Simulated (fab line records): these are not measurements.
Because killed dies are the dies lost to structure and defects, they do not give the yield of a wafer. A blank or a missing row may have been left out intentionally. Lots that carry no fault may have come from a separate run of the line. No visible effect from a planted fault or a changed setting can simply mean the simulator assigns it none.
fab line records -- flow nandHarc
record lots=5, wafers=15, lastDay=33
route steps=1302 shown P_ZERO_WELL@29 END@1302
lots that met no fault: taken from a fault-free run of the same line
startH: hours from the record's opening day to when the first of the lot's shown wafers began -- waitH: hours from the lot's prior step to this one -- " the same as in the row above -- L1.1+2: a row that stands for several wafers -- - no value, or no start given -- * or withheld: withheld -- < > ~ a bound
route shown NAME@n: names a module that has steps shown in the file, with the first one's number in the route -- usual: the fault-free wafers' mean and standard deviation -- same: alike in all rows -- chamber/n: place in a boat -- sites: readings site by site -- _std_site: their standard deviation -- _edge_site: mean of outer sites minus mean of inner sites -- radiusMm: how far each site lies from the wafer's centre -- mask NAME#n: copy n -- behind: the tool/chamber that last shaped the wafer -- hold: cause of the lot's hold/its duration in hours/its outcome -- device: which transistor (n, p or np) failed to switch -- end of line: the tests these same wafers got at the end of their route -- where a step has no rows: the recipe by itself -- killed: dies that structure and defects cost at the first sort, which is not the same as the wafer's yield -- map: per-die view of a wafer (x killed, . not killed, _ where there is no die)
set.NAME: the run value of the setting; set.NAME@STEP: its run value at that earlier step -- model.NAME: the simulator's own value behind a step, which no gauge read
lots at selected steps of the route; one table per step, one row per wafer
services: when a tool's chamber went out of use (startH, in hours from the record's first day, below 0 if earlier), for how many hours, and the reason
## steps
# step NHARC_P_ZERO_WELL_CD_MEAS_24
# recipe targetCdNm=720, landingEnergyEv=500
# usual cdNm=721.0/2.2
lot.wafer,tool,chamber,startH,waitH,cdNm
L666.1,cdSem-01,0,72.71,-,719.9
L666.3,cdSem-01,0,72.71,-,720.0
L666.6,cdSem-01,0,72.71,-,718.9
L667.1,cdSem-03,0,82.46,-,720.2
L667.2,cdSem-03,0,82.46,-,720.6
L667.5,cdSem-03,0,82.46,-,721.7
L676.4,cdSem-01,0,172.61,-,720.6
L676.5,cdSem-01,0,172.61,-,723.1
L676.6,cdSem-01,0,172.61,-,722.5
L677.2,cdSem-01,0,182.75,-,720.4
L677.5,cdSem-01,0,182.75,-,717.2
L677.6,cdSem-01,0,182.75,-,718.3
L684.2,cdSem-02,0,252.83,-,718.4
L684.3,cdSem-02,0,252.83,-,720.9
L684.4,cdSem-02,0,252.83,-,720.5
# step NHARC_P_ZERO_WELL_HARDBAKE_25
# recipe tempC=125, timeS=80
# step NHARC_P_ZERO_WELL_DESCUM_26
# recipe timeS=3, o2FlowSccm=200, arFlowSccm=0, biasPowerW=0, chemistry=O2
# usual drypumpMotorCurrentA=5.9/0.56, mfcArSccm=0.006/0.012, oesProductAu=1.000/0.012, rfVppV=57.7/0.85, showerheadPlenumPTorr=1.89/0.059, throttleValvePct=11.312/0.0077
lot.wafer,tool,chamber,startH,waitH,drypumpMotorCurrentA,mfcArSccm,oesProductAu,rfHoursCounterH,rfVppV,showerheadPlenumPTorr,throttleValvePct
L666.3,rieDiel-12,1,72.89,-,6.1,0,1.004,46,56.7,1.89,11.316
L666.1,rieDiel-12,3,72.89,-,5.4,0.002,0.991,43,57.2,1.91,11.313
L666.6,rieDiel-12,1,72.89,-,6.1,0,1.003,-,57.2,1.89,11.315
L667.2,rieDiel-02,0,82.63,-,5.5,0.045,0.992,10,57.1,1.81,11.314
L667.1,rieDiel-02,2,82.63,-,4.8,0.000,0.998,12,57.5,1.91,11.301
L667.5,rieDiel-02,3,82.63,-,6.1,0.006,1.006,-,58.2,1.85,11.319
L676.4,rieDiel-12,2,172.80,-,5.9,0,0.995,19,57.1,1.90,11.332
L676.5,rieDiel-12,3,172.80,-,5.3,0.002,0.997,-,58.1,1.91,11.311
L676.6,rieDiel-12,0,172.80,-,6.7,0.000,0.999,-,59.1,1.82,11.306
L677.2,rieDiel-12,3,182.91,-,5.3,0.002,0.990,19,58.5,1.91,11.318
L677.6,rieDiel-12,3,182.91,-,5.3,0.002,0.987,-,57.5,1.91,11.306
L677.5,rieDiel-12,0,182.91,-,6.8,0.000,1.014,-,57.3,1.81,11.313
L684.2,rieDiel-09,2,252.99,-,5.5,0.013,1.022,33,56.1,1.96,11.309
L684.4,rieDiel-09,3,252.99,-,6.6,0.041,0.990,31,57.2,2.00,11.322
L684.3,rieDiel-09,1,252.99,-,5.5,0.003,0.998,31,58.4,2.01,11.305
# step NHARC_P_ZERO_WELL_IMPLANT_27
# recipe energyKev=600, doseCm2=1e+13, tiltDeg=7
# step NHARC_P_ZERO_WELL_IMPLANT_57
# recipe energyKev=250, doseCm2=4e+12, tiltDeg=7
# step NHARC_P_ZERO_WELL_IMPLANT_58
# recipe energyKev=100, doseCm2=2e+12, tiltDeg=7
# step NHARC_P_ZERO_WELL_STRIP_28
# recipe timeS=840, tempC=130, chemistry=SPM
# step NHARC_P_ZERO_WELL_DEHYDRATE_29
# recipe tempC=150, timeS=120
# step NHARC_P_ZERO_WELL_HMDS_30
# recipe timeS=30
# step NHARC_P_ZERO_WELL_COAT_31
# recipe spinRpm=withheld
# step NHARC_P_ZERO_WELL_SOFTBAKE_32
# recipe tempC=122, timeS=95
# step NHARC_P_ZERO_WELL_EBR_33
# step NHARC_P_ZERO_WELL_EXPOSE_34
# recipe na=0.6, targetCdNm=720, doseMj=22.31, maskId=P_PWELL
# usual reticleTempC=23.01/0.091, stageVelMmS=499.99/0.24
lot.wafer,tool,chamber,startH,waitH,mask,reticleTempC,stageVelMmS
L666.1,krfScanner-03,0,74.20,-,P_PWELL#0,23.05,500.07
L666.3,krfScanner-03,0,74.20,-,P_PWELL#0,22.92,500.64
L666.6,krfScanner-03,0,74.20,-,P_PWELL#0,22.82,500.09
L667.1,krfScanner-03,0,83.81,-,P_PWELL#0,23.10,499.64
L667.2,krfScanner-03,0,83.81,-,P_PWELL#0,23.03,499.67
L667.5,krfScanner-03,0,83.81,-,P_PWELL#0,23.19,499.88
L676.4,krfScanner-01,0,174.11,-,P_PWELL#0,22.91,500.13
L676.5,krfScanner-01,0,174.11,-,P_PWELL#0,23.00,500.39
L676.6,krfScanner-01,0,174.11,-,P_PWELL#0,23.03,499.98
L677.2,krfScanner-01,0,184.13,-,P_NWELL#0,22.79,499.89
L677.5,krfScanner-01,0,184.13,-,P_NWELL#0,23.02,499.70
L677.6,krfScanner-01,0,184.13,-,P_NWELL#0,22.97,500.04
L684.2,krfScanner-01,0,254.23,-,P_PWELL#0,23.08,499.77
L684.3,krfScanner-01,0,254.23,-,P_PWELL#0,23.01,499.77
L684.4,krfScanner-01,0,254.23,-,P_PWELL#0,23.10,499.91
# step NHARC_P_ZERO_WELL_PEB_35
# recipe pebTempC=118, pebTimeS=85
# step NHARC_P_ZERO_WELL_DEVELOP_36
# recipe timeS=70
# step NHARC_P_ZERO_WELL_CD_MEAS_37
# recipe targetCdNm=720, landingEnergyEv=500
# usual cdNm=718.3/2.2
lot.wafer,tool,chamber,startH,waitH,cdNm
L666.1,cdSem-03,0,74.36,-,720.5
L666.3,cdSem-03,0,74.36,-,717.9
L666.6,cdSem-03,0,74.36,-,719.8
L667.1,cdSem-02,0,83.97,-,719.1
L667.2,cdSem-02,0,83.97,-,716.4
L667.5,cdSem-02,0,83.97,-,719.9
L676.4,cdSem-02,0,174.26,-,715.3
L676.5,cdSem-02,0,174.26,-,716.4
L676.6,cdSem-02,0,174.26,-,713.5
L677.2,cdSem-01,0,184.28,-,-
L677.5,cdSem-01,0,184.28,-,-
L677.6,cdSem-01,0,184.28,-,-
L684.2,cdSem-03,0,254.38,-,721.6
L684.3,cdSem-03,0,254.38,-,720.6
L684.4,cdSem-03,0,254.38,-,724.3
# step NHARC_P_ZERO_WELL_HARDBAKE_38
# recipe tempC=125, timeS=80
# step NHARC_END_SORT_01
# recipe tempC=25
# usual killedAtArray=59/21, killedAtOther=1.0/1.1, killedAtPeriphery=4.0/2.6, killedDies=64/21, killedOpen=3.2/1.7, killedShort=2.5/1.5
# same grossDies=677
lot.wafer,tool,chamber,startH,waitH,killedAtArray,killedAtOther,killedAtPeriphery,killedDies,killedOpen,killedShort
L666.1,prober-01,0,629.36,2.5,54,1,6,61,2,1
L666.3,prober-01,0,630.94,3.1,51,1,4,56,3,4
L666.6,prober-01,0,633.33,4.0,60,0,3,63,2,3
L667.1,prober-01,0,637.10,2.5,76,2,10,88,4,3
L667.2,prober-01,0,637.90,2.8,73,1,7,81,3,2
L667.5,prober-01,0,640.31,3.7,54,0,6,60,2,0
L677.2,prober-02,0,706.47,2.8,66,1,610,677,4,5
L677.5,prober-02,0,708.92,3.8,51,2,624,677,2,1
L677.6,prober-02,0,709.73,4.1,51,1,625,677,7,2
L676.4,prober-02,0,715.99,3.4,72,2,4,78,1,4
L676.5,prober-02,0,716.80,3.7,68,4,1,73,6,2
L676.6,prober-02,0,717.61,4.1,67,1,4,72,4,3
L684.2,prober-01,0,782.83,2.8,45,0,2,47,1,3
L684.3,prober-01,0,783.62,3.1,61,1,6,68,3,1
L684.4,prober-01,0,784.41,3.4,51,1,1,53,5,1
# killed by level:class
L666.1 A_SLIT:chamberFilmFlake=29 A_CHANNEL_HOLE_D2:chamberFilmFlake=9 A_CONTACT:chamberFilmFlake=7 P_ZERO_WELL:chamberFilmFlake=3 A_M1:chamberFilmFlake=3 P_GATE:chamberFilmFlake=2 A_SGD_CUT:chamberFilmFlake=2 P_CONTACT:geometricParticle:open=1
L666.3 A_SLIT:chamberFilmFlake=24 A_CHANNEL_HOLE_D2:chamberFilmFlake=11 A_CONTACT:chamberFilmFlake=4 P_GATE:chamberFilmFlake=3 A_STAIRCASE:chamberFilmFlake=2 A_ONON_D1:geometricParticle:short=1 A_CHANNEL_HOLE_D1:geometricParticle:short=1 A_ONON_D2:geometricParticle:short=1
L666.6 A_SLIT:chamberFilmFlake=28 A_CHANNEL_HOLE_D2:chamberFilmFlake=9 A_CONTACT:chamberFilmFlake=6 A_STAIRCASE:chamberFilmFlake=4 A_M1:chamberFilmFlake=4 A_CHANNEL_HOLE_D1:chamberFilmFlake=3 A_WL_FILL:geometricParticle:short=2 P_BONDPAD:chamberFilmFlake=2
L667.1 A_CHANNEL_HOLE_D2:chamberFilmFlake=32 A_CHANNEL_HOLE_D1:chamberFilmFlake=30 P_CONTACT:chamberFilmFlake=6 A_SLIT:chamberFilmFlake=4 A_ONON_D2:geometricParticle:open=2 P_ZERO_WELL:chamberFilmFlake=2 A_WL_FILL:chamberFilmFlake=2 A_CONTACT:chamberFilmFlake=2
L667.2 A_CHANNEL_HOLE_D2:chamberFilmFlake=31 A_CHANNEL_HOLE_D1:chamberFilmFlake=30 P_CONTACT:chamberFilmFlake=7 A_STAIRCASE:chamberFilmFlake=2 A_CONTACT:chamberFilmFlake=2 A_ONON_D2:geometricParticle:open=1 A_CHANNEL_HOLE_D2:geometricParticle:short=1 A_CHANNEL_HOLE_D2:geometricParticle:open=1
L667.5 A_CHANNEL_HOLE_D1:chamberFilmFlake=26 A_CHANNEL_HOLE_D2:chamberFilmFlake=22 P_CONTACT:chamberFilmFlake=5 A_WL_FILL:chamberFilmFlake=4 P_M2:geometricParticle:open=1 A_CONTACT:geometricParticle:open=1 A_STAIRCASE:chamberFilmFlake=1
L677.2 P_ZERO_WELL:areaExpose=603 A_CHANNEL_HOLE_D1:chamberFilmFlake=29 A_SLIT:chamberFilmFlake=7 A_STAIRCASE:chamberFilmFlake=5 A_DECK1_JOINT:chamberFilmFlake=5 A_CONTACT:chamberFilmFlake=5 A_CHANNEL_HOLE_D2:chamberFilmFlake=4 P_STI:chamberFilmFlake=3
L677.5 P_ZERO_WELL:areaExpose=622 A_CHANNEL_HOLE_D1:chamberFilmFlake=31 A_CONTACT:chamberFilmFlake=6 A_STAIRCASE:chamberFilmFlake=4 A_SLIT:chamberFilmFlake=3 THIN_TSV:chamberFilmFlake=2 A_WL_FILL:chamberFilmFlake=2 P_CONTACT:geometricParticle:open=1
L677.6 P_ZERO_WELL:areaExpose=625 A_CHANNEL_HOLE_D1:chamberFilmFlake=29 A_STAIRCASE:chamberFilmFlake=4 A_CONTACT:chamberFilmFlake=4 A_CONTACT:geometricParticle:open=2 A_M1:chamberFilmFlake=2 A_SOURCE_PLATE:geometricParticle:open=1 A_ONON_D1:geometricParticle:short=1
L676.4 A_SLIT:chamberFilmFlake=31 A_CHANNEL_HOLE_D2:chamberFilmFlake=25 A_CHANNEL_HOLE_D1:chamberFilmFlake=5 A_CHANNEL_FILL_D1:chamberFilmFlake=3 A_CHANNEL_FILL_D1:geometricParticle:short=2 P_GATE:chamberFilmFlake=2 A_STAIRCASE:chamberFilmFlake=2 A_CHANNEL_HOLE_D2:geometricParticle:short=1
L676.5 A_SLIT:chamberFilmFlake=28 A_CHANNEL_HOLE_D2:chamberFilmFlake=17 A_CHANNEL_HOLE_D1:chamberFilmFlake=11 A_M0:geometricParticle:open=2 A_CHANNEL_FILL_D1:chamberFilmFlake=2 A_CONTACT:chamberFilmFlake=2 THIN_TSV:chamberFilmFlake=2 P_M1:geometricParticle:open=1
L676.6 A_SLIT:chamberFilmFlake=21 A_CHANNEL_HOLE_D1:chamberFilmFlake=16 A_CHANNEL_HOLE_D2:chamberFilmFlake=15 A_STAIRCASE:chamberFilmFlake=7 A_CHANNEL_FILL_D2:geometricParticle:short=2 A_CONTACT:chamberFilmFlake=2 P_CONTACT:geometricParticle:open=1 P_M0:geometricParticle:open=1
L684.2 A_CHANNEL_HOLE_D2:chamberFilmFlake=23 A_SLIT:chamberFilmFlake=7 A_CONTACT:chamberFilmFlake=6 A_CHANNEL_FILL_D2:geometricParticle:short=2 P_GATE:chamberFilmFlake=2 A_DECK1_JOINT:chamberFilmFlake=2 A_DECK1_JOINT:geometricParticle:open=1 A_SGD_CUT:geometricParticle:short=1
L684.3 A_CHANNEL_HOLE_D2:chamberFilmFlake=34 A_SLIT:chamberFilmFlake=11 A_CONTACT:chamberFilmFlake=7 P_GATE:chamberFilmFlake=6 A_CHANNEL_FILL_D2:geometricParticle:open=2 A_WL_FILL:geometricParticle:short=1 A_BLC:geometricParticle:open=1 A_ZERO_WELL:chamberFilmFlake=1
L684.4 A_CHANNEL_HOLE_D2:chamberFilmFlake=30 A_SLIT:chamberFilmFlake=8 A_STAIRCASE:chamberFilmFlake=3 A_CONTACT:chamberFilmFlake=3 A_M1:geometricParticle:open=2 A_DECK1_JOINT:geometricParticle:open=1 A_WL_FILL:geometricParticle:open=1 A_BLC:geometricParticle:open=1
# map L677.2 (x killed, . not)
____________x____________
_________xxxxxxx_________
_______xxxxxxxxxxx_______
______xxxxxxxxxxxxx______
_____xxxxxxxxxxxxxxx_____
____xxxxxxxxxxxxxxxxx____
____xxxxxxxxxxxxxxxxx____
___xxxxxxxxxxxxxxxxxxx___
___xxxxxxxxxxxxxxxxxxx___
__xxxxxxxxxxxxxxxxxxxxx__
__xxxxxxxxxxxxxxxxxxxxx__
_xxxxxxxxxxxxxxxxxxxxxxx_
_xxxxxxxxxxxxxxxxxxxxxxx_
_xxxxxxxxxxxxxxxxxxxxxxx_
_xxxxxxxxxxxxxxxxxxxxxxx_
_xxxxxxxxxxxxxxxxxxxxxxx_
xxxxxxxxxxxxxxxxxxxxxxxxx
xxxxxxxxxxxxxxxxxxxxxxxxx
xxxxxxxxxxxxxxxxxxxxxxxxx
xxxxxxxxxxxxxxxxxxxxxxxxx
xxxxxxxxxxxxxxxxxxxxxxxxx
_xxxxxxxxxxxxxxxxxxxxxxx_
_xxxxxxxxxxxxxxxxxxxxxxx_
_xxxxxxxxxxxxxxxxxxxxxxx_
_xxxxxxxxxxxxxxxxxxxxxxx_
_xxxxxxxxxxxxxxxxxxxxxxx_
__xxxxxxxxxxxxxxxxxxxxx__
__xxxxxxxxxxxxxxxxxxxxx__
___xxxxxxxxxxxxxxxxxxx___
___xxxxxxxxxxxxxxxxxxx___
____xxxxxxxxxxxxxxxxx____
____xxxxxxxxxxxxxxxxx____
_____xxxxxxxxxxxxxxx_____
______xxxxxxxxxxxxx______
_______xxxxxxxxxxx_______
_________xxxxxxx_________
____________x____________
# map L676.4 (x killed, . not)
____________.____________
_________......._________
_______..........._______
______.............______
_____..............._____
____.................____
____..x..xxx.........____
___......xx.........x.___
___.....xx..xx........___
__....xx...x...........__
__..x...xx.x.x.........__
_x......xxx.......x..x.._
_......xx.xxx.........x._
_.....xx.xxx............_
_.......xxx.x.x........._
_........xx............._
..........xx.............
.........................
...............x..x......
.................x.x.....
...............x...x.....
_..x............xxxx...._
_..............x.x..x..._
_...............xx..x..._
_........x......x.x....._
_................xxx...._
__.x....x........xxx...__
__.....................__
___...............x...___
___................x..___
____.................____
____........x....x...____
_____..............._____
______.............______
_______...x......._______
_________......._________
____________.____________
## services
tool,chamber,startH,hours,kind
rieDiel-12,0,50.03,-,clean
rieDiel-12,1,50.03,-,clean
rieDiel-12,2,50.03,-,clean
rieDiel-12,3,50.03,-,clean
krfScanner-03,-,52.00,4.0,pm
rieDiel-12,2,53.57,15.2,repair
rieDiel-02,0,56.95,7.7,repair
rieDiel-12,-,57.40,1.1,repair
rieDiel-12,0,74.53,-,clean
rieDiel-12,1,74.53,-,clean
rieDiel-12,2,74.53,-,clean
rieDiel-12,3,74.53,-,clean
krfScanner-03,-,76.91,1.2,repair
rieDiel-12,-,94.18,9.0,pm
rieDiel-09,1,105.40,6.4,repair
rieDiel-12,3,111.89,15.3,repair
krfScanner-01,-,122.71,1.1,repair
krfScanner-01,-,140.00,4.0,pm
rieDiel-09,-,143.19,9.0,pm
krfScanner-03,-,187.00,3.7,repair
rieDiel-02,3,189.49,5.3,repair
rieDiel-09,1,198.29,6.4,repair
rieDiel-02,-,217.09,9.0,pm
krfScanner-03,-,224.00,4.0,pm
## key
firstSign step=NHARC_P_ZERO_WELL_EXPOSE_34, reading=mask, direction=changed
effect step=NHARC_P_ZERO_WELL_CD_MEAS_37, reading=cdNm, direction=missing
effect step=NHARC_END_SORT_01, reading=killedAtPeriphery, direction=up, sigmas=99+, usual=4.0, struck=619.7
moreKillsBornAt NHARC_P_ZERO_WELL_EXPOSE_34@krfScanner-01=1850
metAt NHARC_P_ZERO_WELL_EXPOSE_34
struckWafers L677.2,L677.5,L677.6
laterRowsLeftOut L677.2,L677.5,L677.6
testerLeftOut L677
onsetBetween 174.11 184.13
fault kind=wrongMask, tool=any, chamber=-, onsetH=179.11, steps=NHARC_P_ZERO_WELL_EXPOSE_34, auxCopy=P_NWELL#0, scope=struckLotsOnly
# testerLeftOut: of these lots the tester's yield and bins aren't shown, on N5 and GAA mostly nor the transistor test; their killed dies are dies lost to structure and defects alone, not to doping, threshold or leakage, so they don't give the yield
# laterRowsLeftOut: the simulator's readings of these wafers behind a module that went badly wrong aren't trusted and aren't shown, but for the sort
